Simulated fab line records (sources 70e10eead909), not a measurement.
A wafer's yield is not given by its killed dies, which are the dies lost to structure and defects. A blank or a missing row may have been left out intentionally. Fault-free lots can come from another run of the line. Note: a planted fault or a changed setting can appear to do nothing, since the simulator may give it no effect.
fab line records :: flow nandHarc
record:
  lots: 7
  wafers: 18
  lastDay: 24
route steps=1159 shown A_ONON_D1@430 END@1159
lots that met no fault: from a run of the same line without faults
startH: the number of hours between the record's first day and the start of the first shown wafer of the lot :: waitH: hours from the lot's prior step to this one :: " the same as in the row above :: L1.1+2: a single row standing in for several wafers :: - no value, or no start given :: * or withheld: withheld :: < > ~ a bound
route shown NAME@n: NAME is a module with steps in the file, n the number in the route of the first one :: usual: the fault-free wafers' mean and standard deviation :: same: alike in all rows :: chamber/n: place in a boat :: sites: readings site by site :: _std_site: standard deviation across them :: _edge_site: outer sites' mean less inner sites' :: radiusMm: for every site, how far away it sits from the centre of the wafer :: mask NAME#n: copy n :: behind: tool/chamber where the wafer was last shaped :: hold: why the lot went on hold/how many hours it stayed there/how the hold came to an end :: device: transistor that didn't switch, given as n, p or np :: end of line: tests of these same wafers at the route's end :: a step without rows: its recipe alone :: killed: not the wafer's yield, but the dies lost to structure and defects at the first sort :: map: a wafer's dies, x killed, . not, _ none there
set.NAME: the setting that was run; set.NAME@STEP: the one run at that earlier step :: model.NAME: the simulator's own value behind a step, which no gauge read
certain route steps with their lots: each step a table, each wafer a row
services: from which hour (startH, from the record's first day; less than 0 if before it) a tool's chamber was out of use, for how many hours, and why
== steps ==
step: NHARC_A_ONON_D1_DEP_09
recipe:
  targetThkA: 10000
  n2FlowSccm: 2750
  n2oFlowSccm: 2000
  nh3FlowSccm: 500
  sih4FlowSccm: 210
  tempC: 400
step: NHARC_A_ONON_D1_THK_MEAS_11
recipe:
  thkMeasGauge: ellipsometry
usual:
  thkNm: 1001/11
lot.wafer: L240.3
tool: filmMetro-01
chamber: -
startH: 166.64
waitH: -
thkNm: 1006

lot.wafer: L240.4
tool: filmMetro-01
chamber: -
startH: 166.64
waitH: -
thkNm: 1007

lot.wafer: L240.6
tool: filmMetro-01
chamber: -
startH: 166.64
waitH: -
thkNm: 1007

lot.wafer: L243.1
tool: filmMetro-02
chamber: -
startH: 175.98
waitH: -
thkNm: 1019

lot.wafer: L243.2
tool: filmMetro-02
chamber: -
startH: 175.98
waitH: -
thkNm: 1018

lot.wafer: L243.3
tool: filmMetro-02
chamber: -
startH: 175.98
waitH: -
thkNm: 1018

lot.wafer: L254.4
tool: filmMetro-01
chamber: -
startH: 236.11
waitH: -
thkNm: 997

lot.wafer: L254.6
tool: filmMetro-01
chamber: -
startH: 236.11
waitH: -
thkNm: 997

lot.wafer: L253.3
tool: filmMetro-01
chamber: -
startH: 236.16
waitH: -
thkNm: 1018

lot.wafer: L253.4
tool: filmMetro-01
chamber: -
startH: 236.16
waitH: -
thkNm: 1020

lot.wafer: L257.1
tool: filmMetro-01
chamber: -
startH: 260.30
waitH: -
thkNm: 1001

lot.wafer: L257.3
tool: filmMetro-01
chamber: -
startH: 260.30
waitH: -
thkNm: 1000

lot.wafer: L263.1
tool: filmMetro-02
chamber: -
startH: 288.54
waitH: -
thkNm: 992

lot.wafer: L263.2
tool: filmMetro-02
chamber: -
startH: 288.54
waitH: -
thkNm: 992

lot.wafer: L263.5
tool: filmMetro-02
chamber: -
startH: 288.54
waitH: -
thkNm: 993

lot.wafer: L262.4
tool: filmMetro-02
chamber: -
startH: 288.68
waitH: -
thkNm: 990

lot.wafer: L262.5
tool: filmMetro-02
chamber: -
startH: 288.68
waitH: -
thkNm: 992

lot.wafer: L262.6
tool: filmMetro-02
chamber: -
startH: 288.68
waitH: -
thkNm: 990
step: NHARC_A_ONON_D1_DEP_12
recipe:
  targetThkA: 10000
  n2FlowSccm: 2750
  n2oFlowSccm: 2000
  nh3FlowSccm: 500
  sih4FlowSccm: 210
  tempC: 400
step: NHARC_A_ONON_D1_THK_MEAS_14
recipe:
  thkMeasGauge: ellipsometry
usual:
  thkNm: 999/8
lot.wafer: L240.3
tool: filmMetro-02
chamber: -
startH: 167.21
waitH: -
thkNm: 1000

lot.wafer: L240.4
tool: filmMetro-02
chamber: -
startH: 167.21
waitH: -
thkNm: 1001

lot.wafer: L240.6
tool: filmMetro-02
chamber: -
startH: 167.21
waitH: -
thkNm: 1000

lot.wafer: L243.1
tool: filmMetro-02
chamber: -
startH: 176.67
waitH: -
thkNm: 1008

lot.wafer: L243.2
tool: filmMetro-02
chamber: -
startH: 176.67
waitH: -
thkNm: 1009

lot.wafer: L243.3
tool: filmMetro-02
chamber: -
startH: 176.67
waitH: -
thkNm: 1008

lot.wafer: L254.4
tool: filmMetro-02
chamber: -
startH: 236.68
waitH: -
thkNm: 1000

lot.wafer: L254.6
tool: filmMetro-02
chamber: -
startH: 236.68
waitH: -
thkNm: 1001

lot.wafer: L253.3
tool: filmMetro-01
chamber: -
startH: 236.73
waitH: -
thkNm: 994

lot.wafer: L253.4
tool: filmMetro-01
chamber: -
startH: 236.73
waitH: -
thkNm: 994

lot.wafer: L257.1
tool: filmMetro-01
chamber: -
startH: 260.87
waitH: -
thkNm: 997

lot.wafer: L257.3
tool: filmMetro-01
chamber: -
startH: 260.87
waitH: -
thkNm: 999

lot.wafer: L263.1
tool: filmMetro-02
chamber: -
startH: 289.11
waitH: -
thkNm: 988

lot.wafer: L263.2
tool: filmMetro-02
chamber: -
startH: 289.11
waitH: -
thkNm: 989

lot.wafer: L263.5
tool: filmMetro-02
chamber: -
startH: 289.11
waitH: -
thkNm: 990

lot.wafer: L262.4
tool: filmMetro-01
chamber: -
startH: 289.26
waitH: -
thkNm: 991

lot.wafer: L262.5
tool: filmMetro-01
chamber: -
startH: 289.26
waitH: -
thkNm: 988

lot.wafer: L262.6
tool: filmMetro-01
chamber: -
startH: 289.26
waitH: -
thkNm: 990
step: NHARC_A_ONON_D1_ANNEAL_15
recipe:
  tempC: 750
  timeS: 3600
step: NHARC_A_ONON_D1_DEP_16
recipe:
  targetThkA: 10000
  n2FlowSccm: 2750
  n2oFlowSccm: 2000
  nh3FlowSccm: 500
  sih4FlowSccm: 210
  tempC: 400
step: NHARC_A_ONON_D1_THK_MEAS_18
recipe:
  thkMeasGauge: ellipsometry
usual:
  thkNm: 1002/11
lot.wafer: L240.3
tool: filmMetro-02
chamber: -
startH: 175.97
waitH: -
thkNm: 1007

lot.wafer: L240.4
tool: filmMetro-02
chamber: -
startH: 175.97
waitH: -
thkNm: 1006

lot.wafer: L240.6
tool: filmMetro-02
chamber: -
startH: 175.97
waitH: -
thkNm: 1008

lot.wafer: L243.1
tool: filmMetro-01
chamber: -
startH: 183.78
waitH: -
thkNm: 993

lot.wafer: L243.2
tool: filmMetro-01
chamber: -
startH: 183.78
waitH: -
thkNm: 992

lot.wafer: L243.3
tool: filmMetro-01
chamber: -
startH: 183.78
waitH: -
thkNm: 993

lot.wafer: L254.4
tool: filmMetro-01
chamber: -
startH: 243.76
waitH: -
thkNm: 1010

lot.wafer: L254.6
tool: filmMetro-01
chamber: -
startH: 243.76
waitH: -
thkNm: 1010

lot.wafer: L253.3
tool: filmMetro-02
chamber: -
startH: 244.12
waitH: -
thkNm: 1001

lot.wafer: L253.4
tool: filmMetro-02
chamber: -
startH: 244.12
waitH: -
thkNm: 998

lot.wafer: L257.1
tool: filmMetro-02
chamber: -
startH: 267.91
waitH: -
thkNm: 989

lot.wafer: L257.3
tool: filmMetro-02
chamber: -
startH: 267.91
waitH: -
thkNm: 990

lot.wafer: L263.1
tool: filmMetro-01
chamber: -
startH: 296.21
waitH: -
thkNm: 1004

lot.wafer: L263.2
tool: filmMetro-01
chamber: -
startH: 296.21
waitH: -
thkNm: 1003

lot.wafer: L263.5
tool: filmMetro-01
chamber: -
startH: 296.21
waitH: -
thkNm: 1005

lot.wafer: L262.4
tool: filmMetro-02
chamber: -
startH: 296.56
waitH: -
thkNm: 998

lot.wafer: L262.5
tool: filmMetro-02
chamber: -
startH: 296.56
waitH: -
thkNm: 999

lot.wafer: L262.6
tool: filmMetro-02
chamber: -
startH: 296.56
waitH: -
thkNm: 1000
step: NHARC_A_ONON_D1_DEP_19
recipe:
  targetThkA: 10000
  n2FlowSccm: 2750
  n2oFlowSccm: 2000
  nh3FlowSccm: 500
  sih4FlowSccm: 210
  tempC: 400
step: NHARC_A_ONON_D1_THK_MEAS_21
recipe:
  thkMeasGauge: ellipsometry
usual:
  thkNm: 999/10
lot.wafer: L240.3
tool: filmMetro-02
chamber: -
startH: 176.54
waitH: -
thkNm: 997

lot.wafer: L240.4
tool: filmMetro-02
chamber: -
startH: 176.54
waitH: -
thkNm: 998

lot.wafer: L240.6
tool: filmMetro-02
chamber: -
startH: 176.54
waitH: -
thkNm: 995

lot.wafer: L243.1
tool: filmMetro-01
chamber: -
startH: 184.35
waitH: -
thkNm: 989

lot.wafer: L243.2
tool: filmMetro-01
chamber: -
startH: 184.35
waitH: -
thkNm: 988

lot.wafer: L243.3
tool: filmMetro-01
chamber: -
startH: 184.35
waitH: -
thkNm: 991

lot.wafer: L254.4
tool: filmMetro-02
chamber: -
startH: 244.33
waitH: -
thkNm: 1000

lot.wafer: L254.6
tool: filmMetro-02
chamber: -
startH: 244.33
waitH: -
thkNm: 999

lot.wafer: L253.3
tool: filmMetro-02
chamber: -
startH: 244.68
waitH: -
thkNm: 983

lot.wafer: L253.4
tool: filmMetro-02
chamber: -
startH: 244.68
waitH: -
thkNm: 983

lot.wafer: L257.1
tool: filmMetro-02
chamber: -
startH: 268.61
waitH: -
thkNm: 1018

lot.wafer: L257.3
tool: filmMetro-02
chamber: -
startH: 268.61
waitH: -
thkNm: 1017

lot.wafer: L263.1
tool: filmMetro-02
chamber: -
startH: 296.78
waitH: -
thkNm: 1001

lot.wafer: L263.2
tool: filmMetro-02
chamber: -
startH: 296.78
waitH: -
thkNm: 1000

lot.wafer: L263.5
tool: filmMetro-02
chamber: -
startH: 296.78
waitH: -
thkNm: 1001

lot.wafer: L262.4
tool: filmMetro-02
chamber: -
startH: 297.14
waitH: -
thkNm: 987

lot.wafer: L262.5
tool: filmMetro-02
chamber: -
startH: 297.14
waitH: -
thkNm: 987

lot.wafer: L262.6
tool: filmMetro-02
chamber: -
startH: 297.14
waitH: -
thkNm: 985
step: NHARC_A_ONON_D1_DEP_22
recipe:
  targetThkA: 10000
  n2FlowSccm: 2750
  n2oFlowSccm: 2000
  nh3FlowSccm: 500
  sih4FlowSccm: 210
  tempC: 400
step: NHARC_A_ONON_D1_THK_MEAS_24
recipe:
  thkMeasGauge: ellipsometry
usual:
  thkNm: 999/12
lot.wafer: L240.3
tool: filmMetro-02
chamber: -
startH: 177.10
waitH: -
thkNm: 1002

lot.wafer: L240.4
tool: filmMetro-02
chamber: -
startH: 177.10
waitH: -
thkNm: 1002

lot.wafer: L240.6
tool: filmMetro-02
chamber: -
startH: 177.10
waitH: -
thkNm: 1003

lot.wafer: L243.1
tool: filmMetro-01
chamber: -
startH: 184.92
waitH: -
thkNm: 1009

lot.wafer: L243.2
tool: filmMetro-01
chamber: -
startH: 184.92
waitH: -
thkNm: 1009

lot.wafer: L243.3
tool: filmMetro-01
chamber: -
startH: 184.92
waitH: -
thkNm: 1010

lot.wafer: L254.4
tool: filmMetro-01
chamber: -
startH: 244.89
waitH: -
thkNm: 980

lot.wafer: L254.6
tool: filmMetro-01
chamber: -
startH: 244.89
waitH: -
thkNm: 981

lot.wafer: L253.3
tool: filmMetro-02
chamber: -
startH: 245.25
waitH: -
thkNm: 998

lot.wafer: L253.4
tool: filmMetro-02
chamber: -
startH: 245.25
waitH: -
thkNm: 998

lot.wafer: L257.1
tool: filmMetro-01
chamber: -
startH: 269.31
waitH: -
thkNm: 977

lot.wafer: L257.3
tool: filmMetro-01
chamber: -
startH: 269.31
waitH: -
thkNm: 978

lot.wafer: L263.1
tool: filmMetro-02
chamber: -
startH: 297.35
waitH: -
thkNm: 1012

lot.wafer: L263.2
tool: filmMetro-02
chamber: -
startH: 297.35
waitH: -
thkNm: 1011

lot.wafer: L263.5
tool: filmMetro-02
chamber: -
startH: 297.35
waitH: -
thkNm: 1012

lot.wafer: L262.4
tool: filmMetro-01
chamber: -
startH: 297.71
waitH: -
thkNm: 990

lot.wafer: L262.5
tool: filmMetro-01
chamber: -
startH: 297.71
waitH: -
thkNm: 991

lot.wafer: L262.6
tool: filmMetro-01
chamber: -
startH: 297.71
waitH: -
thkNm: 990
step: NHARC_A_ONON_D1_DEP_25
recipe:
  targetThkA: 10000
  n2FlowSccm: 2750
  n2oFlowSccm: 2000
  nh3FlowSccm: 500
  sih4FlowSccm: 210
  tempC: 400
usual:
  n2oFlowSccm: 2000/6.1
lot.wafer: L240.3
tool: pecvdOnon-02
chamber: 0
startH: 177.27
waitH: 0.2
n2oFlowSccm: 1999

lot.wafer: L240.4
tool: pecvdOnon-02
chamber: 0
startH: 177.27
waitH: 0.2
n2oFlowSccm: 1996

lot.wafer: L240.6
tool: pecvdOnon-02
chamber: 0
startH: 177.27
waitH: 0.2
n2oFlowSccm: 2000

lot.wafer: L243.1
tool: pecvdOnon-01
chamber: 0
startH: 184.98
waitH: 0.1
n2oFlowSccm: 1996

lot.wafer: L243.2
tool: pecvdOnon-01
chamber: 0
startH: 184.98
waitH: 0.1
n2oFlowSccm: 1993

lot.wafer: L243.3
tool: pecvdOnon-01
chamber: 0
startH: 184.98
waitH: 0.1
n2oFlowSccm: 1996

lot.wafer: L254.4
tool: pecvdOnon-01
chamber: 0
startH: 245.12
waitH: 0.2
n2oFlowSccm: 1999

lot.wafer: L254.6
tool: pecvdOnon-01
chamber: 0
startH: 245.12
waitH: 0.2
n2oFlowSccm: 1995

lot.wafer: L253.3
tool: pecvdOnon-01
chamber: 0
startH: 245.42
waitH: 0.2
n2oFlowSccm: 1998

lot.wafer: L253.4
tool: pecvdOnon-01
chamber: 0
startH: 245.42
waitH: 0.2
n2oFlowSccm: 2008

lot.wafer: L257.1
tool: pecvdOnon-01
chamber: 0
startH: 269.36
waitH: 0.1
n2oFlowSccm: 2002

lot.wafer: L257.3
tool: pecvdOnon-01
chamber: 0
startH: 269.36
waitH: 0.1
n2oFlowSccm: 1997

lot.wafer: L263.1
tool: pecvdOnon-04
chamber: 0
startH: 297.40
waitH: 0.1
n2oFlowSccm: 1997

lot.wafer: L263.2
tool: pecvdOnon-04
chamber: 0
startH: 297.40
waitH: 0.1
n2oFlowSccm: 1996

lot.wafer: L263.5
tool: pecvdOnon-04
chamber: 0
startH: 297.40
waitH: 0.1
n2oFlowSccm: 2005

lot.wafer: L262.4
tool: pecvdOnon-04
chamber: 0
startH: 297.94
waitH: 0.2
n2oFlowSccm: 1996

lot.wafer: L262.5
tool: pecvdOnon-04
chamber: 0
startH: 297.94
waitH: 0.2
n2oFlowSccm: 2012

lot.wafer: L262.6
tool: pecvdOnon-04
chamber: 0
startH: 297.94
waitH: 0.2
n2oFlowSccm: 1994
step: NHARC_A_ONON_D1_THK_MEAS_27
recipe:
  thkMeasGauge: ellipsometry
usual:
  thkNm: 996/9.1
lot.wafer: L240.3
tool: filmMetro-02
chamber: -
startH: 177.67
waitH: -
thkNm: 993

lot.wafer: L240.4
tool: filmMetro-02
chamber: -
startH: 177.67
waitH: -
thkNm: 993

lot.wafer: L240.6
tool: filmMetro-02
chamber: -
startH: 177.67
waitH: -
thkNm: 993

lot.wafer: L243.1
tool: filmMetro-02
chamber: -
startH: 185.49
waitH: -
thkNm: 991

lot.wafer: L243.2
tool: filmMetro-02
chamber: -
startH: 185.49
waitH: -
thkNm: 991

lot.wafer: L243.3
tool: filmMetro-02
chamber: -
startH: 185.49
waitH: -
thkNm: 990

lot.wafer: L254.4
tool: filmMetro-02
chamber: -
startH: 245.46
waitH: -
thkNm: 1500

lot.wafer: L254.6
tool: filmMetro-02
chamber: -
startH: 245.46
waitH: -
thkNm: 1004

lot.wafer: L253.3
tool: filmMetro-02
chamber: -
startH: 245.82
waitH: -
thkNm: 1489

lot.wafer: L253.4
tool: filmMetro-02
chamber: -
startH: 245.82
waitH: -
thkNm: 1490

lot.wafer: L257.1
tool: filmMetro-01
chamber: -
startH: 269.88
waitH: -
thkNm: 1019

lot.wafer: L257.3
tool: filmMetro-01
chamber: -
startH: 269.88
waitH: -
thkNm: 1516

lot.wafer: L263.1
tool: filmMetro-01
chamber: -
startH: 297.91
waitH: -
thkNm: 1002

lot.wafer: L263.2
tool: filmMetro-01
chamber: -
startH: 297.91
waitH: -
thkNm: 1002

lot.wafer: L263.5
tool: filmMetro-01
chamber: -
startH: 297.91
waitH: -
thkNm: 1002

lot.wafer: L262.4
tool: filmMetro-01
chamber: -
startH: 298.28
waitH: -
thkNm: 1004

lot.wafer: L262.5
tool: filmMetro-01
chamber: -
startH: 298.28
waitH: -
thkNm: 1000

lot.wafer: L262.6
tool: filmMetro-01
chamber: -
startH: 298.28
waitH: -
thkNm: 999
step: NHARC_A_ONON_D1_DEP_28
recipe:
  targetThkA: 10000
  n2FlowSccm: 2750
  n2oFlowSccm: 2000
  nh3FlowSccm: 500
  sih4FlowSccm: 210
  tempC: 400
step: NHARC_END_SORT_01
recipe:
  tempC: 25
usual:
  killedAtArray: 28/11
  killedAtOther: 0.8/1.1
  killedAtPeriphery: 3.3/2.8
  killedDies: 32/11
  killedOpen: 3.3/1.9
  killedShort: 1.9/1.4
same:
  grossDies: 677
lot.wafer: L240.3
tool: prober-02
chamber: 0
startH: 450.11
waitH: 3.1
killedAtArray: 20
killedAtOther: 0
killedAtPeriphery: 0
killedDies: 20
killedOpen: 2
killedShort: 3

lot.wafer: L240.4
tool: prober-02
chamber: 0
startH: 450.90
waitH: 3.4
killedAtArray: 26
killedAtOther: 1
killedAtPeriphery: 3
killedDies: 30
killedOpen: 5
killedShort: 1

lot.wafer: L240.6
tool: prober-02
chamber: 0
startH: 452.48
waitH: 3.9
killedAtArray: 22
killedAtOther: 0
killedAtPeriphery: 5
killedDies: 27
killedOpen: 3
killedShort: 2

lot.wafer: L254.4
tool: prober-02
chamber: 0
startH: 508.44
waitH: 3.4
killedAtArray: 670
killedAtOther: 0
killedAtPeriphery: 7
killedDies: 677
killedOpen: 5
killedShort: 2
killed by level:class
L240.3 A_CHANNEL_HOLE_D1:chamberFilmFlake=13 A_CONTACT:geometricParticle:open=2 A_SOURCE_PLATE:geometricParticle:short=1 A_SGD_CUT:geometricParticle:short=1 A_CONTACT:geometricParticle:short=1 A_SLIT:unspecified=1 A_BONDPAD:chamberFilmFlake=1
L240.4 A_CHANNEL_HOLE_D1:chamberFilmFlake=18 P_STI:chamberFilmFlake=3 A_CONTACT:geometricParticle:open=2 A_ONON_D1:geometricParticle:open=1 A_CHANNEL_FILL_D1:geometricParticle:open=1 A_SGD_CUT:geometricParticle:open=1 STARTING-WAFER:geometricParticle:short=1 A_STAIRCASE:chamberFilmFlake=1
L240.6 A_CHANNEL_HOLE_D1:chamberFilmFlake=13 P_STI:chamberFilmFlake=3 A_SLIT:chamberFilmFlake=2 A_CONTACT:chamberFilmFlake=2 P_GATE:geometricParticle:short=1 P_CONTACT:geometricParticle:open=1 A_ONON_D1:geometricParticle:open=1 A_CHANNEL_HOLE_D1:geometricParticle:short=1
L254.4 A_ONON_D1:areaDep=633 A_CHANNEL_HOLE_D1:chamberFilmFlake=21 A_STAIRCASE:chamberFilmFlake=5 A_CONTACT:chamberFilmFlake=5 P_M0:geometricParticle:open=2 P_ZERO_WELL:chamberFilmFlake=2 P_STI:geometricParticle:open=1 P_M0:geometricParticle:short=1
== services ==
tool: pecvdOnon-01
chamber: -
startH: 195.43
hours: 13.0
kind: pm

tool: pecvdOnon-01
chamber: -
startH: 214.07
hours: 2.1
kind: repair

tool: pecvdOnon-04
chamber: -
startH: 237.00
hours: 13.0
kind: pm

tool: pecvdOnon-02
chamber: -
startH: 292.00
hours: 13.0
kind: pm
== key ==
firstSign:
  step: NHARC_A_ONON_D1_THK_MEAS_27
  reading: thkNm
  direction: up
  sigmas: 55
  usual: 996
  struck: 1499
effect:
  step: NHARC_END_SORT_01
  reading: killedAtArray
  direction: up
  sigmas: 58
  usual: 28
  struck: 670
moreKillsBornAt:
  NHARC_A_ONON_D1_DEP_25@pecvdOnon-01: 633
metAt NHARC_A_ONON_D1_DEP_25
struckWafers L253.3,L253.4,L254.4,L257.3
laterRowsLeftOut L253.3,L253.4,L254.4,L257.3
sortLeftOut L253.3,L253.4,L257.3
testerLeftOut L253,L254,L257
onsetBetween 184.98 245.12
fault:
  kind: processParameterDrift
  tool: pecvdOnon-01
  chamber: -
  onsetH: 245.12
  steps: NHARC_A_ONON_D1_DEP_25
  channel: targetThkA
  offset: *
  shape: step
  endH: 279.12
  scope: struckWafersOnly
  actsIn: *
  stated: *
testerLeftOut: of these lots the tester's yield and bins aren't shown, on N5 and GAA mostly nor the transistor test; their killed dies are dies lost to structure and defects alone, not to doping, threshold or leakage, so they don't give the yield
sortLeftOut: the simulated sort isn't trusted on such a fault, so these wafers' sort isn't shown, and their yield isn't known
laterRowsLeftOut: the simulator's readings of these wafers behind a module that went badly wrong aren't trusted and aren't shown, but for the sort
